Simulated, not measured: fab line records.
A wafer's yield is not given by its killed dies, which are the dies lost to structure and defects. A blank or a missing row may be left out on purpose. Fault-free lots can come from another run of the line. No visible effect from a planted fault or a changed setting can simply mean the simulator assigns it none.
fab line records	flow nand_harc
record: lots: 24	wafers: 72	last_day: 34
route steps=1302 shown A_STAIRCASE@673
lots that met no fault: taken from a fault-free run of the same line
start_h: the number of hours between the record's first day and the start of the first shown wafer of the lot	wait_h: time in hours since the lot's previous step	" the same as in the row above	L1.1+2: several wafers, shown together as one row	- either no value or no given start	* or withheld: withheld	< > ~ a bound
route shown NAME@n: a module of which the file shows steps, and the number in the route of the first	usual: mean/standard deviation taken from wafers without a fault	same: alike in all rows	chamber/n: place in a boat	sites: per-site readings	_std_site: their standard deviation	_edge_site: inner sites' mean taken away from outer sites' mean	radius_mm: for every site, how far away it sits from the centre of the wafer	mask NAME#n: copy n	behind: the tool/chamber that last shaped the wafer	hold: what put the lot on hold/how long, in hours/how the hold closed	device: the transistor (n, p or np) that didn't switch	end of line: the tests these same wafers got at the end of their route	a step with no rows: only its recipe	killed: dies lost to structure and defects at the first sort, not the wafer's yield	map: a wafer's dies, x killed, . not, _ none there
set.NAME: the setting as run; set.NAME@STEP: as run at that earlier step	model.NAME: the simulator's own value behind a step, which no gauge read
the route's steps for a sample of lots (tables are steps, rows are wafers)
services: when a tool's chamber went out of use (start_h, in hours from the record's first day, below 0 if earlier), for how many hours, and the reason
== steps ==
step: NHARC_A_STAIRCASE_ETCH_17
recipe: target_depth_a: 1000	time_s: 40.5	ion_energy_ev: 400	c4f8_flow_sccm: 20	o2_flow_sccm: 10	ar_flow_sccm: withheld	rf_w: 600	bias_w: 1000	chemistry: C4F8/O2
usual: oes_product_au: 0.940/0.011	rf_vpp_V: 894/6.4
lot.wafer	tool	chamber	start_h	wait_h	oes_product_au	rf_hours_counter_h	rf_vpp_V
L074.2	rie_diel-09	1	-	-	0.918	8	899
L074.1	"	3	"	"	0.923	5	889
L074.6	"	0	"	"	0.938	-	886
L075.3	rie_diel-09	1	-	-	0.930	13	899
L075.4	"	2	"	"	0.929	11	899
L075.6	"	0	"	"	0.957	-	887
L076.1	rie_diel-05	3	-	-	0.933	40	898
L076.2	"	0	"	"	0.925	47	889
L076.6	"	0	"	"	0.930	-	891
L077.2	rie_diel-11	3	-	-	0.913	36	893
L077.3	"	2	"	"	0.943	37	887
L077.4	"	3	"	"	0.913	-	895
L078.1	rie_diel-09	0	-	-	0.936	24	887
L078.3	"	2	"	"	0.944	17	898
L078.6	"	1	"	"	0.936	-	900
L079.4	rie_diel-09	1	-	-	0.949	32	899
L079.6	"	0	"	"	0.954	-	885
L079.5	"	1	"	"	0.942	-	900
L080.2	rie_diel-05	3	-	-	0.937	1	898
L080.1	"	2	"	"	0.955	1	898
L080.5	"	3	"	"	0.940	-	896
L081.4	rie_diel-05	1	-	-	0.945	5	890
L081.1	"	3	"	"	0.931	4	896
L081.5	"	1	"	"	0.941	-	889
L082.3	rie_diel-09	1	-	-	0.940	42	898
L082.6	"	0	"	"	0.959	-	887
L082.5	"	1	"	"	0.927	-	900
L084.3	rie_diel-09	2	-	-	0.939	51	899
L084.2	"	3	"	"	0.930	51	887
L084.4	"	0	"	"	0.959	54	885
L083.1	rie_diel-11	0	-	-	0.931	7	888
L083.3	"	2	"	"	0.963	6	904
L083.6	"	0	"	"	0.938	-	887
L085.4	rie_diel-05	0	-	-	0.927	18	888
L085.1	"	2	"	"	0.949	13	896
L085.2	"	3	"	"	0.941	13	897
L087.1	rie_diel-05	2	-	-	0.958	15	898
L087.6	"	1	"	"	0.943	-	888
L087.5	"	2	"	"	0.942	-	898
L086.2	rie_diel-09	1	-	-	0.942	59	900
L086.1	"	2	"	"	0.938	56	898
L086.6	"	1	"	"	0.943	-	899
L088.3	rie_diel-11	1	-	-	0.965	19	888
L088.2	"	3	"	"	0.925	19	895
L088.6	"	1	"	"	0.958	-	889
L090.2	rie_diel-11	0	-	-	0.937	22	888
L090.3	"	2	"	"	0.936	19	904
L090.5	"	3	"	"	0.933	-	893
L089.4	rie_diel-05	0	-	-	0.950	28	888
L089.3	"	2	"	"	0.932	24	898
L089.5	"	3	"	"	0.944	-	897
L091.4	rie_diel-11	3	-	-	0.927	30	894
L091.1	"	1	"	"	0.952	32	889
L091.6	"	0	"	"	0.934	-	888
L092.3	rie_diel-11	1	-	-	0.944	34	889
L092.1	"	2	"	"	0.951	30	905
L092.4	"	3	"	"	0.921	31	894
L094.2	rie_diel-09	3	-	-	0.946	13	904
L094.6	"	0	"	"	0.937	-	906
L094.5	"	1	"	"	0.941	-	898
L093.4	rie_diel-09	3	-	-	0.945	13	906
L093.3	"	0	"	"	0.929	10	906
L093.1	"	1	"	"	0.927	12	898
L096.3	rie_diel-11	1	-	-	0.943	45	887
L096.4	"	2	"	"	0.954	42	906
L096.6	"	2	"	"	0.948	-	906
L095.3	rie_diel-09	1	-	-	0.949	20	899
L095.2	"	2	"	"	0.938	21	897
L095.1	"	3	"	"	0.951	19	906
L097.3	rie_diel-11	0	-	-	0.938	47	887
L097.2	"	1	"	"	0.951	51	887
L097.4	"	3	"	"	0.942	-	892
step: NHARC_A_STAIRCASE_TRIM_20
recipe: time_s: 211.2	o2_flow_sccm: 500	ar_flow_sccm: 0	bias_w: 0	chemistry: O2
usual: drypump_motor_current_A: 5.71/0.28	oes_product_au: 0.998/0.0094	rf_vpp_V: 57.6/0.93	showerhead_plenum_p_Torr: 3.50/0.17	throttle_valve_pct: 17.036/0.0088
lot.wafer	tool	chamber	start_h	wait_h	drypump_motor_current_A	oes_product_au	rf_hours_counter_h	rf_vpp_V	showerhead_plenum_p_Torr	throttle_valve_pct
L074.2	rie_diel-05	0	343.00	0.1	5.58	0.987	39	56.5	3.36	17.022
L074.1	"	1	"	"	5.77	0.990	38	57.6	3.34	17.039
L074.6	"	3	"	"	6.07	0.983	-	58.0	3.58	17.036
L075.3	rie_diel-09	0	360.91	0.1	5.30	1.006	15	57.2	3.28	17.039
L075.4	"	1	"	"	5.47	0.982	13	56.9	3.63	17.032
L075.6	"	0	"	"	5.28	1.011	-	57.0	3.28	17.030
L076.1	rie_diel-05	2	361.78	0.1	6.07	0.999	45	57.2	3.61	17.044
L076.2	"	0	"	"	5.56	0.991	47	57.6	3.35	17.029
L076.6	"	2	"	"	6.06	0.995	-	58.4	3.61	17.045
L077.4	rie_diel-09	2	383.01	0.1	5.83	0.993	17	57.3	3.61	17.036
L077.2	"	0	"	"	5.29	1.004	24	57.2	3.28	17.033
L077.3	"	1	"	"	5.46	0.985	22	58.3	3.63	17.040
L078.3	rie_diel-05	2	383.03	0.1	6.10	1.008	52	58.2	3.60	17.027
L078.1	"	3	"	"	6.02	1.004	49	57.1	3.57	17.047
L078.6	"	3	"	"	6.04	0.988	-	57.0	3.57	17.025
L079.4	rie_diel-09	2	407.17	0.1	5.85	0.998	30	57.7	3.60	17.020
L079.5	"	1	"	"	5.44	0.994	-	58.5	3.62	17.038
L079.6	"	2	"	"	5.88	0.991	-	57.5	3.60	17.034
L080.2	rie_diel-05	0	418.75	0.1	5.58	1.010	1	57.2	3.35	17.033
L080.1	"	3	"	"	6.08	1.003	1	58.1	3.57	17.051
L080.5	"	0	"	"	5.57	0.991	-	56.0	3.35	17.043
L081.1	rie_diel-11	1	435.55	0.1	5.48	0.997	58	57.3	3.34	17.044
L081.4	"	3	"	"	5.68	0.991	-	57.8	3.48	17.044
L081.5	"	2	"	"	6.08	1.011	-	58.7	3.27	17.035
L082.3	rie_diel-05	2	441.99	0.1	6.05	1.006	5	57.5	3.60	17.025
L082.6	"	1	"	"	5.77	1.009	-	57.7	3.33	17.036
L082.5	"	2	"	"	6.05	0.992	-	56.9	3.60	17.036
L084.3	rie_diel-09	2	463.26	0.1	5.89	0.983	51	57.9	3.59	17.028
L084.2	"	3	"	"	5.34	0.991	52	57.3	3.28	17.050
L084.4	"	0	"	"	5.30	1.000	55	58.0	3.26	17.049
L083.1	rie_diel-11	2	463.53	0.1	6.07	1.012	6	58.2	3.80	17.036
L083.3	"	3	"	"	5.69	0.994	6	58.4	3.47	17.031
L083.6	"	0	"	"	5.96	0.986	-	57.2	3.32	17.040
L085.4	rie_diel-09	3	469.14	0.1	5.38	0.999	53	57.0	3.28	17.035
L085.2	"	1	"	"	5.47	0.988	56	56.9	3.61	17.042
L085.1	"	2	"	"	5.81	1.001	53	58.6	3.59	17.036
L087.1	rie_diel-05	0	476.14	0.1	5.57	0.997	19	57.1	3.34	17.041
L087.5	"	2	"	"	6.09	1.004	-	58.5	3.59	17.044
L087.6	"	3	"	"	6.04	1.005	-	58.7	3.56	17.038
L086.1	rie_diel-05	1	476.32	0.1	5.80	0.979	19	55.9	3.32	17.028
L086.2	"	0	"	"	5.57	1.007	19	56.6	3.34	17.024
L086.6	"	2	"	"	6.08	0.999	-	57.5	3.59	17.027
L088.3	rie_diel-11	2	498.30	0.1	6.06	1.003	17	57.9	3.80	17.040
L088.2	"	0	"	"	5.97	0.987	21	56.8	3.31	17.020
L088.6	"	2	"	"	6.06	1.008	-	58.2	3.80	17.020
L090.3	rie_diel-11	3	502.29	0.1	5.70	0.975	21	57.1	3.46	17.033
L090.2	"	1	"	"	5.49	1.002	21	55.4	3.33	17.053
L090.5	"	3	"	"	5.69	0.982	-	57.9	3.46	17.017
L089.3	rie_diel-11	2	502.74	0.1	6.05	1.013	19	59.4	3.80	17.033
L089.4	"	1	"	"	5.49	1.010	-	56.8	3.33	17.038
L089.5	"	3	"	"	5.69	0.986	-	56.8	3.46	17.028
L091.4	rie_diel-09	2	527.88	0.1	5.84	1.000	8	57.9	3.57	17.038
L091.1	"	3	"	"	5.34	1.018	8	58.8	3.80	17.019
L091.6	"	1	"	"	5.46	1.008	-	57.4	3.60	17.019
L092.3	rie_diel-05	1	533.29	0.1	5.83	0.987	38	55.9	3.31	17.049
L092.1	"	3	"	"	6.05	0.994	32	57.4	3.55	17.038
L092.4	"	0	"	"	5.57	1.008	37	56.6	3.33	17.031
L094.2	rie_diel-09	0	546.21	0.1	5.31	1.005	11	57.1	3.80	17.038
L094.5	"	3	"	"	5.35	1.006	-	59.8	3.80	17.024
L094.6	"	0	"	"	5.31	1.013	-	58.9	3.80	17.031
L093.4	rie_diel-09	2	546.32	0.1	5.82	1.000	16	59.4	3.57	17.036
L093.3	"	3	"	"	5.36	0.999	14	58.9	3.80	17.039
L093.1	"	1	"	"	5.45	1.004	13	57.5	3.60	17.038
L096.3	rie_diel-05	0	563.89	0.1	5.57	0.994	46	57.4	3.32	17.044
L096.4	"	1	"	"	5.78	0.988	49	56.7	3.30	17.038
L096.6	"	3	"	"	6.07	0.999	-	59.8	3.54	17.020
L095.2	rie_diel-11	2	564.41	0.1	6.07	1.004	42	57.2	3.78	17.033
L095.3	"	0	"	"	5.98	0.983	42	56.4	3.30	17.034
L095.1	"	1	"	"	5.45	1.009	45	55.9	3.31	17.038
L097.4	rie_diel-09	3	588.99	0.1	5.35	1.005	27	58.8	3.79	17.051
L097.2	"	0	"	"	5.28	1.001	27	57.0	3.79	17.040
L097.3	"	1	"	"	5.46	1.000	26	58.5	3.59	17.044
step: NHARC_A_STAIRCASE_ETCH_203
recipe: target_depth_a: 1000	time_s: 40.5	ion_energy_ev: 400	c4f8_flow_sccm: 20	o2_flow_sccm: 10	ar_flow_sccm: withheld	rf_w: 600	bias_w: 1000	chemistry: C4F8/O2
usual: oes_product_au: 0.941/0.012	rf_vpp_V: 893/6
lot.wafer	tool	chamber	start_h	wait_h	oes_product_au	rf_hours_counter_h	rf_vpp_V
L074.2	rie_diel-11	2	-	-	0.948	27	888
L074.1	"	3	"	"	0.921	26	895
L074.6	"	2	"	"	0.944	-	886
L075.3	rie_diel-11	2	-	-	0.932	33	887
L075.4	"	2	"	"	0.928	-	887
L075.6	"	3	"	"	0.923	-	894
L076.1	rie_diel-09	3	-	-	0.937	15	888
L076.2	"	0	"	"	0.961	17	886
L076.6	"	3	"	"	0.939	-	888
L078.1	rie_diel-11	1	-	-	0.943	40	891
L078.3	"	2	"	"	0.956	39	888
L078.6	"	2	"	"	0.950	-	888
L077.2	rie_diel-05	0	-	-	0.940	56	890
L077.3	"	2	"	"	0.944	54	898
L077.4	"	3	"	"	0.941	50	897
L079.4	rie_diel-09	1	-	-	0.937	36	900
L079.6	"	0	"	"	0.929	-	886
L079.5	"	1	"	"	0.935	-	899
L080.1	rie_diel-09	0	-	-	0.962	38	888
L080.2	"	2	"	"	0.944	39	899
L080.5	"	0	"	"	0.960	-	884
L081.1	rie_diel-05	3	-	-	0.932	6	897
L081.4	"	0	"	"	0.934	6	891
L081.5	"	1	"	"	0.935	-	889
L082.3	rie_diel-09	3	-	-	0.957	46	886
L082.5	"	3	"	"	0.952	-	886
L082.6	"	0	"	"	0.972	-	886
L083.1	rie_diel-09	1	-	-	0.943	56	899
L083.3	"	3	"	"	0.943	53	886
L083.6	"	0	"	"	0.942	-	886
L084.2	rie_diel-11	0	-	-	0.927	9	888
L084.4	"	1	"	"	0.959	9	888
L084.3	"	3	"	"	0.930	7	894
L085.1	rie_diel-11	3	-	-	0.936	10	894
L085.4	"	0	"	"	0.929	12	889
L085.2	"	2	"	"	0.950	10	906
L087.1	rie_diel-11	3	-	-	0.953	16	894
L087.5	"	2	"	"	0.965	-	905
L087.6	"	3	"	"	0.943	-	893
L086.1	rie_diel-05	3	-	-	0.947	19	896
L086.2	"	0	"	"	0.940	23	890
L086.6	"	2	"	"	0.957	-	898
L088.2	rie_diel-05	3	-	-	0.935	24	895
L088.3	"	0	"	"	0.935	28	889
L088.6	"	3	"	"	0.930	-	896
L090.2	rie_diel-05	0	-	-	0.932	30	889
L090.3	"	2	"	"	0.933	27	897
L090.5	"	0	"	"	0.921	-	888
L089.4	rie_diel-05	3	-	-	0.945	26	898
L089.3	"	1	"	"	0.942	31	889
L089.5	"	0	"	"	0.934	-	887
L091.4	rie_diel-05	3	-	-	0.946	32	897
L091.1	"	0	"	"	0.947	37	887
L091.6	"	2	"	"	0.951	-	898
L092.1	rie_diel-09	1	-	-	0.949	7	899
L092.3	"	2	"	"	0.938	10	898
L092.4	"	3	"	"	0.958	10	905
L094.2	rie_diel-05	2	-	-	0.954	41	897
L094.5	"	3	"	"	0.944	-	897
L094.6	"	0	"	"	0.933	-	889
L093.1	rie_diel-09	3	-	-	0.930	16	905
L093.3	"	1	"	"	0.955	14	899
L093.4	"	2	"	"	0.944	17	897
L096.4	rie_diel-11	3	-	-	0.929	44	894
L096.3	"	1	"	"	0.962	46	888
L096.6	"	0	"	"	0.943	-	888
L095.3	rie_diel-11	0	-	-	0.926	43	886
L095.2	"	2	"	"	0.953	44	903
L095.1	"	3	"	"	0.940	44	892
L097.2	rie_diel-11	1	-	-	0.948	53	890
L097.3	"	2	"	"	0.946	51	905
L097.4	"	0	"	"	0.937	49	885
step: NHARC_A_STAIRCASE_ETCH_227
recipe: target_depth_a: 1000	time_s: 40.5	ion_energy_ev: 400	c4f8_flow_sccm: 20	o2_flow_sccm: 10	ar_flow_sccm: withheld	rf_w: 600	bias_w: 1000	chemistry: C4F8/O2
usual: oes_product_au: 0.940/0.01	rf_vpp_V: 895/6.6
lot.wafer	tool	chamber	start_h	wait_h	oes_product_au	rf_hours_counter_h	rf_vpp_V
L074.2	rie_diel-11	3	-	-	0.926	27	895
L074.1	"	1	"	"	0.937	29	890
L074.6	"	2	"	"	0.936	-	886
L075.4	rie_diel-09	2	-	-	0.928	14	900
L075.3	"	3	"	"	0.930	16	887
L075.6	"	2	"	"	0.934	-	900
L076.1	rie_diel-11	3	-	-	0.927	34	896
L076.2	"	1	"	"	0.934	36	889
L076.6	"	1	"	"	0.941	-	888
L078.1	rie_diel-05	2	-	-	0.939	54	899
L078.3	"	0	"	"	0.929	57	889
L078.6	"	2	"	"	0.957	-	897
L077.3	rie_diel-05	3	-	-	0.931	52	897
L077.4	"	1	"	"	0.944	54	888
L077.2	"	2	"	"	0.951	55	899
L079.4	rie_diel-09	0	-	-	0.950	38	886
L079.6	"	0	"	"	0.950	-	887
L079.5	"	1	"	"	0.950	-	898
L080.2	rie_diel-05	3	-	-	0.935	2	896
L080.1	"	2	"	"	0.933	3	900
L080.5	"	3	"	"	0.938	-	898
L081.1	rie_diel-11	2	-	-	0.943	1	906
L081.4	"	1	"	"	0.932	1	890
L081.5	"	2	"	"	0.955	-	905
L082.3	rie_diel-11	2	-	-	0.949	3	907
L082.5	"	2	"	"	0.947	-	905
L082.6	"	3	"	"	0.933	-	894
L083.3	rie_diel-05	0	-	-	0.951	18	890
L083.1	"	1	"	"	0.934	18	889
L083.6	"	3	"	"	0.950	-	896
L084.2	rie_diel-09	2	-	-	0.949	54	898
L084.3	"	3	"	"	0.955	54	887
L084.4	"	1	"	"	0.937	57	900
L085.1	rie_diel-09	3	-	-	0.934	57	886
L085.2	"	1	"	"	0.942	59	899
L085.4	"	1	"	"	0.945	-	898
L087.1	rie_diel-05	3	-	-	0.946	19	898
L087.5	"	1	"	"	0.929	-	888
L087.6	"	2	"	"	0.947	-	898
L086.1	rie_diel-11	2	-	-	0.959	14	906
L086.2	"	3	"	"	0.939	17	894
L086.6	"	2	"	"	0.955	-	906
L088.2	rie_diel-11	3	-	-	0.931	23	895
L088.3	"	0	"	"	0.932	23	888
L088.6	"	3	"	"	0.929	-	892
L090.2	rie_diel-05	2	-	-	0.931	27	898
L090.3	"	3	"	"	0.957	27	896
L090.5	"	2	"	"	0.938	-	897
L089.3	rie_diel-09	2	-	-	0.936	1	898
L089.4	"	0	"	"	0.948	1	906
L089.5	"	1	"	"	0.941	-	898
L091.1	rie_diel-09	0	-	-	0.942	7	907
L091.4	"	1	"	"	0.947	7	900
L091.6	"	3	"	"	0.958	-	905
L092.3	rie_diel-05	0	-	-	0.942	38	888
L092.4	"	1	"	"	0.947	38	887
L092.1	"	2	"	"	0.938	32	898
L094.2	rie_diel-11	1	-	-	0.959	42	888
L094.6	"	2	"	"	0.950	-	904
L094.5	"	3	"	"	0.934	-	892
L093.1	rie_diel-09	3	-	-	0.945	18	906
L093.3	"	1	"	"	0.948	19	897
L093.4	"	2	"	"	0.943	20	897
L096.3	rie_diel-11	3	-	-	0.921	44	893
L096.4	"	1	"	"	0.953	47	889
L096.6	"	3	"	"	0.922	-	891
L095.3	rie_diel-09	3	-	-	0.932	24	906
L095.1	"	0	"	"	0.927	23	906
L095.2	"	2	"	"	0.924	24	897
L097.2	rie_diel-11	0	-	-	0.932	50	887
L097.3	"	1	"	"	0.956	54	888
L097.4	"	2	"	"	0.957	52	905
step: NHARC_A_STAIRCASE_TRIM_235
recipe: time_s: 211.2	o2_flow_sccm: 500	ar_flow_sccm: 0	bias_w: 0	chemistry: O2
usual: drypump_motor_current_A: 5.71/0.27	oes_product_au: 0.997/0.0097	rf_vpp_V: 57.6/0.94	showerhead_plenum_p_Torr: 3.49/0.17	throttle_valve_pct: 17.037/0.0091
lot.wafer	tool	chamber	start_h	wait_h	drypump_motor_current_A	oes_product_au	rf_hours_counter_h	rf_vpp_V	showerhead_plenum_p_Torr	throttle_valve_pct
L074.1	rie_diel-11	3	-	-	5.67	0.971	27	57.9	3.49	17.031
L074.2	"	1	"	"	5.47	0.990	29	57.6	3.35	17.045
L074.6	"	3	"	"	5.68	0.972	-	58.4	3.49	17.045
L076.1	rie_diel-11	3	-	-	5.68	0.976	35	57.4	3.49	17.048
L076.2	"	1	"	"	5.48	1.001	37	56.5	3.35	17.045
L076.6	"	2	"	"	6.08	1.014	-	56.5	3.28	17.019
L075.4	rie_diel-09	1	-	-	5.45	1.001	20	56.8	3.63	17.035
L075.3	"	3	"	"	5.36	0.993	18	56.0	3.30	17.037
L075.6	"	2	"	"	5.84	1.004	-	58.0	3.61	17.033
L078.1	rie_diel-05	0	-	-	5.56	0.990	58	58.0	3.35	17.030
L078.3	"	2	"	"	6.06	1.007	55	58.7	3.60	17.044
L078.6	"	3	"	"	6.08	0.993	-	58.4	3.57	17.042
L077.2	rie_diel-05	0	-	-	5.56	0.995	58	56.9	3.35	17.018
L077.3	"	1	"	"	5.78	1.005	54	57.4	3.33	17.031
L077.4	"	2	"	"	6.09	0.995	55	57.9	3.60	17.043
L079.4	rie_diel-09	3	-	-	5.37	0.992	38	57.1	3.29	17.026
L079.6	"	3	"	"	5.35	0.999	-	56.9	3.29	17.019
L079.5	"	0	"	"	5.31	1.003	-	58.1	3.27	17.042
L080.2	rie_diel-05	1	-	-	5.79	0.989	3	57.5	3.33	17.049
L080.1	"	3	"	"	6.07	0.997	3	57.4	3.56	17.046
L080.5	"	2	"	"	6.09	1.005	-	57.3	3.60	17.029
L081.1	rie_diel-09	2	-	-	5.89	0.984	45	57.7	3.59	17.036
L081.4	"	0	"	"	5.30	1.007	47	56.8	3.26	17.037
L081.5	"	3	"	"	5.37	0.991	-	56.9	3.29	17.051
L082.3	rie_diel-05	3	-	-	6.03	1.016	9	59.4	3.56	17.043
L082.6	"	0	"	"	5.58	1.002	-	56.7	3.34	17.035
L082.5	"	1	"	"	5.81	1.003	-	56.9	3.32	17.045
L083.1	rie_diel-11	0	-	-	5.95	0.976	10	58.5	3.32	17.044
L083.3	"	1	"	"	5.50	1.017	11	56.1	3.33	17.032
L083.6	"	3	"	"	5.68	0.987	-	57.6	3.47	17.034
L084.4	rie_diel-05	1	-	-	5.76	0.994	18	57.8	3.32	17.042
L084.3	"	2	"	"	6.07	0.994	14	58.1	3.59	17.018
L084.2	"	0	"	"	5.58	1.004	19	56.7	3.34	17.047
L085.1	rie_diel-09	1	-	-	5.45	0.995	60	58.0	3.61	17.034
L085.2	"	2	"	"	5.87	0.990	57	59.0	3.58	17.047
L085.4	"	1	"	"	5.45	1.003	-	56.2	3.61	17.029
L087.1	rie_diel-05	2	-	-	6.09	1.007	19	59.3	3.59	17.032
L087.6	"	0	"	"	5.57	0.998	-	57.9	3.33	17.029
L087.5	"	1	"	"	5.78	0.991	-	56.9	3.32	17.043
L086.2	rie_diel-11	3	-	-	5.67	0.980	17	57.0	3.47	17.035
L086.1	"	1	"	"	5.50	1.008	17	57.5	3.33	17.040
L086.6	"	3	"	"	5.67	0.988	-	57.7	3.47	17.043
L088.2	rie_diel-11	3	-	-	5.69	0.985	23	58.4	3.46	17.024
L088.3	"	0	"	"	5.97	0.997	24	58.4	3.31	17.026
L088.6	"	3	"	"	5.68	0.993	-	55.8	3.46	17.032
L090.2	rie_diel-05	3	-	-	6.04	0.993	27	57.4	3.55	17.048
L090.3	"	0	"	"	5.59	0.995	31	57.3	3.33	17.041
L090.5	"	0	"	"	5.57	0.992	-	58.1	3.33	17.035
L089.3	rie_diel-09	3	-	-	5.36	1.001	1	57.3	3.81	17.041
L089.4	"	0	"	"	5.33	1.017	1	58.3	3.80	17.041
L089.5	"	3	"	"	5.34	0.999	-	57.1	3.81	17.045
L091.1	rie_diel-09	0	-	-	5.31	0.998	7	57.0	3.80	17.045
L091.4	"	2	"	"	5.83	0.998	10	58.5	3.57	17.046
L091.6	"	1	"	"	5.45	1.005	-	57.1	3.60	17.030
L092.4	rie_diel-11	2	-	-	6.09	1.014	32	59.2	3.79	17.029
L092.1	"	3	"	"	5.69	0.995	34	57.3	3.46	17.048
L092.3	"	1	"	"	5.48	1.017	36	56.1	3.32	17.053
L094.2	rie_diel-11	0	-	-	5.94	0.998	40	57.5	3.30	17.041
L094.5	"	1	"	"	5.49	1.016	-	58.2	3.31	17.036
L094.6	"	2	"	"	6.08	1.009	-	58.0	3.78	17.041
L093.4	rie_diel-11	0	-	-	5.95	1.000	41	56.6	3.30	17.023
L093.3	"	2	"	"	6.07	1.005	41	58.6	3.78	17.036
L093.1	"	3	"	"	5.70	0.984	41	57.3	3.45	17.034
L096.4	rie_diel-09	1	-	-	5.46	1.002	23	57.5	3.59	17.040
L096.3	"	3	"	"	5.34	0.992	24	59.9	3.79	17.014
L096.6	"	1	"	"	5.43	0.989	-	59.1	3.59	17.025
L095.3	rie_diel-09	3	-	-	5.38	0.995	25	58.9	3.79	17.035
L095.2	"	1	"	"	5.44	0.995	24	57.1	3.59	17.021
L095.1	"	2	"	"	5.85	0.992	25	58.0	3.56	17.040
L097.4	rie_diel-05	0	-	-	5.59	0.988	1	56.4	3.32	17.051
L097.2	"	2	"	"	6.09	0.989	2	57.2	3.57	17.049
L097.3	"	3	"	"	6.05	1.000	1	58.7	3.54	17.048
step: NHARC_A_STAIRCASE_ETCH_236
recipe: target_depth_a: 1000	time_s: 40.5	ion_energy_ev: 400	c4f8_flow_sccm: 20	o2_flow_sccm: 10	ar_flow_sccm: withheld	rf_w: 600	bias_w: 1000	chemistry: C4F8/O2
usual: oes_product_au: 0.941/0.012	rf_vpp_V: 894/6.2
lot.wafer	tool	chamber	start_h	wait_h	oes_product_au	rf_hours_counter_h	rf_vpp_V
L074.1	rie_diel-11	3	-	-	0.918	27	896
L074.2	"	2	"	"	0.942	28	887
L074.6	"	2	"	"	0.944	-	888
L076.2	rie_diel-11	1	-	-	0.933	37	890
L076.1	"	2	"	"	0.950	36	887
L076.6	"	3	"	"	0.925	-	894
L075.4	rie_diel-09	2	-	-	0.943	16	899
L075.3	"	3	"	"	0.950	18	888
L075.6	"	2	"	"	0.950	-	899
L078.1	rie_diel-05	2	-	-	0.942	55	900
L078.3	"	0	"	"	0.929	58	891
L078.6	"	1	"	"	0.949	-	889
L077.3	rie_diel-05	2	-	-	0.937	55	899
L077.2	"	3	"	"	0.936	52	897
L077.4	"	0	"	"	0.929	58	889
L079.4	rie_diel-09	0	-	-	0.951	38	885
L079.6	"	2	"	"	0.932	-	897
L079.5	"	3	"	"	0.927	-	888
L080.1	rie_diel-05	1	-	-	0.944	4	888
L080.2	"	3	"	"	0.951	3	898
L080.5	"	0	"	"	0.949	-	889
L081.1	rie_diel-09	1	-	-	0.936	47	901
L081.4	"	3	"	"	0.924	45	887
L081.5	"	1	"	"	0.940	-	900
L082.3	rie_diel-05	1	-	-	0.946	12	888
L082.5	"	1	"	"	0.935	-	890
L082.6	"	2	"	"	0.962	-	899
L083.1	rie_diel-11	2	-	-	0.957	9	906
L083.3	"	3	"	"	0.929	8	894
L083.6	"	1	"	"	0.945	-	888
L084.4	rie_diel-05	2	-	-	0.938	14	899
L084.2	"	3	"	"	0.936	15	897
L084.3	"	1	"	"	0.934	19	887
L085.2	rie_diel-09	1	-	-	0.926	60	899
L085.1	"	2	"	"	0.922	57	899
L085.4	"	1	"	"	0.918	-	899
L087.1	rie_diel-05	3	-	-	0.954	19	897
L087.5	"	3	"	"	0.953	-	896
L087.6	"	0	"	"	0.943	-	887
L086.1	rie_diel-11	1	-	-	0.968	17	888
L086.2	"	3	"	"	0.940	17	893
L086.6	"	1	"	"	0.973	-	889
L088.3	rie_diel-11	1	-	-	0.965	24	890
L088.2	"	2	"	"	0.960	22	904
L088.6	"	1	"	"	0.954	-	889
L090.2	rie_diel-05	1	-	-	0.935	32	888
L090.3	"	3	"	"	0.949	27	896
L090.5	"	1	"	"	0.936	-	889
L089.3	rie_diel-09	0	-	-	0.948	1	905
L089.4	"	2	"	"	0.933	1	897
L089.5	"	0	"	"	0.947	-	905
L091.4	rie_diel-09	0	-	-	0.956	7	906
L091.1	"	1	"	"	0.946	7	899
L091.6	"	3	"	"	0.959	-	905
L092.3	rie_diel-11	0	-	-	0.940	34	887
L092.4	"	2	"	"	0.934	32	904
L092.1	"	3	"	"	0.921	34	894
L094.2	rie_diel-11	2	-	-	0.957	41	906
L094.6	"	1	"	"	0.955	-	889
L094.5	"	2	"	"	0.953	-	903
L093.1	rie_diel-11	1	-	-	0.948	44	888
L093.3	"	2	"	"	0.948	41	906
L093.4	"	3	"	"	0.941	41	894
L096.4	rie_diel-09	1	-	-	0.931	23	898
L096.3	"	2	"	"	0.935	24	896
L096.6	"	2	"	"	0.938	-	897
L095.2	rie_diel-09	2	-	-	0.954	25	898
L095.1	"	3	"	"	0.948	25	905
L095.3	"	0	"	"	0.944	24	904
L097.4	rie_diel-05	1	-	-	0.930	2	888
L097.2	"	3	"	"	0.948	1	896
L097.3	"	0	"	"	0.923	1	888
== services ==
tool	chamber	start_h	hours	kind
rie_diel-09	-	320.62	9.0	pm
rie_diel-09	0	320.62	9.0	vent_cycle
rie_diel-09	1	320.62	9.0	vent_cycle
rie_diel-09	2	320.62	9.2	vent_cycle
rie_diel-09	3	320.62	9.0	vent_cycle
rie_diel-09	0	329.62	-	clean
rie_diel-09	1	329.62	-	clean
rie_diel-09	3	329.62	-	clean
rie_diel-11	1	344.06	5.6	repair
rie_diel-05	3	350.47	4.6	repair
rie_diel-09	0	354.12	-	clean
rie_diel-09	1	354.12	-	clean
rie_diel-09	2	354.12	-	clean
rie_diel-09	3	354.12	-	clean
rie_diel-09	0	378.62	-	clean
rie_diel-11	3	395.85	1.2	repair
rie_diel-05	-	406.60	9.0	pm
rie_diel-09	3	478.20	7.3	repair
rie_diel-09	-	498.49	9.0	pm
rie_diel-05	2	514.91	3.0	repair
rie_diel-05	0	554.66	1.3	repair
rie_diel-11	-	555.10	0.7	repair
rie_diel-05	-	583.74	9.0	pm
rie_diel-11	2	584.07	7.0	repair
== key ==
fault none
